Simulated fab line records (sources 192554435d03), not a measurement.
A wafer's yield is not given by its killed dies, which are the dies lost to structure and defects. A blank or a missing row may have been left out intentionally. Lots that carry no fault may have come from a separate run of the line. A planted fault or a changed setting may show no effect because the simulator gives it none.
Which tool is to blame? ; flow n5 finfet ; 12 lots with 36 wafers sampled at 4 steps, on a route of 1938 steps

WHAT THE GAUGES READ, wafer by wafer
N5_BEOL_M5_OCD_MEAS_38.
lot;measured;on;trench depth nm (nm)
L074;day 9 06:49;ocd-01;73.4 72.0 73.8
L077;day 10 01:20;ocd-01;73.1 74.1 71.0
L080;day 10 08:10;ocd-02;71.2 71.6 73.1
L083;day 10 14:17;ocd-02;73.8 71.8 69.7
L084;day 11 16:04;ocd-02;73.6 70.4 72.8
L088;day 11 22:37;ocd-01;69.8 73.4 71.5
L086;day 12 13:49;ocd-01;72.7 72.1 71.5
L089;day 13 02:01;ocd-01;71.8 72.0 71.5
L092;day 13 07:08;ocd-02;74.3 72.0 71.6
L093;day 13 11:53;ocd-02;71.3 69.1 72.1
L095;day 14 06:56;ocd-01;68.9 69.8 72.4
L097;day 15 04:04;ocd-02;70.8 70.2 71.2

WHICH TOOL RAN EACH LOT (tool, then ch and the chambers of the sampled wafers, then the start)
lot;N5_BEOL_M5_ETCH_68;N5_BEOL_M5_TRENCH_ETCH_37;N5_BEOL_M5_ETCH_41
L074;rie diel-02 ch 1,2,3, day 9 06:29;rie diel-02 ch 1,2,3, day 9 06:49 or earlier;rie diel-02 ch 1,2,3, day 9 06:49 or earlier
L077;rie diel-02 ch 0,1,3, day 10 00:59;rie diel-02 ch 0,1,3, day 10 01:20 or earlier;rie diel-02 ch 0,1,3, day 10 01:20 or earlier
L080;rie diel-02 ch 2,3, day 10 07:50;rie diel-02 ch 2,3, day 10 08:10 or earlier;rie diel-02 ch 2,3, day 10 08:10 or earlier
L083;rie diel-05 ch 0,1,3, day 10 13:56;rie diel-05 ch 0,1,3, day 10 14:17 or earlier;rie diel-05 ch 0,1,3, day 10 14:17 or earlier
L084;rie diel-02 ch 0,1, day 11 15:43;rie diel-02 ch 0,1, day 11 16:04 or earlier;rie diel-02 ch 0,1, day 11 16:04 or earlier
L088;rie diel-04 ch 0,1,3, day 11 22:16;rie diel-04 ch 0,1,3, day 11 22:37 or earlier;rie diel-04 ch 0,1,3, day 11 22:37 or earlier
L086;rie diel-04 ch 2,3, day 12 13:28;rie diel-04 ch 2,3, day 12 13:49 or earlier;rie diel-04 ch 2,3, day 12 13:49 or earlier
L089;rie diel-05 ch 2,3, day 13 01:40;rie diel-05 ch 2,3, day 13 02:01 or earlier;rie diel-05 ch 2,3, day 13 02:01 or earlier
L092;rie diel-02 ch 0,1,2, day 13 06:47;rie diel-02 ch 0,1,2, day 13 07:08 or earlier;rie diel-02 ch 0,1,2, day 13 07:08 or earlier
L093;rie diel-05 ch 0,1,2, day 13 11:32;rie diel-05 ch 0,1,2, day 13 11:53 or earlier;rie diel-05 ch 0,1,2, day 13 11:53 or earlier
L095;rie diel-05 ch 1,2, day 14 06:35;rie diel-05 ch 1,2, day 14 06:56 or earlier;rie diel-05 ch 1,2, day 14 06:56 or earlier
L097;rie diel-04 ch 1,2,3, day 15 03:44;rie diel-04 ch 1,2,3, day 15 04:04 or earlier;rie diel-04 ch 1,2,3, day 15 04:04 or earlier
- N5_BEOL_M5_ETCH_68: etches SOC in N2/H2, target depth 80 nm, overetch 16 nm, time 120 s.
- N5_BEOL_M5_TRENCH_ETCH_37: etches SiCOH lowk in C4F6/O2, target depth 71.652 nm, time 24.7 s.
- N5_BEOL_M5_ETCH_41: etches SiCN in CH3F/O2, target depth 31.5 nm, time 56.7 s.

THE ANSWER, worked out from the rows above alone
Rule: the usual values come from the lots themselves. The widest of any qualifying gaps counts: lots, ordered by their means at a reading, are off when they make up no more than a third of the lots, leave a main group of 4 or more, and stand apart from it by 3 or more times the standard deviation of that group's means. A main group whose means are all the same, to the digits that the tables above print for the reading, isn't used. Also off: a lot with no number at a reading for which 4 or more lots have one. Any other lot the step has rows for is counted as sound.
Nothing can be told from this: no lot is off at any reading shown.

WHAT THE SIMULATOR HAD INSERTED
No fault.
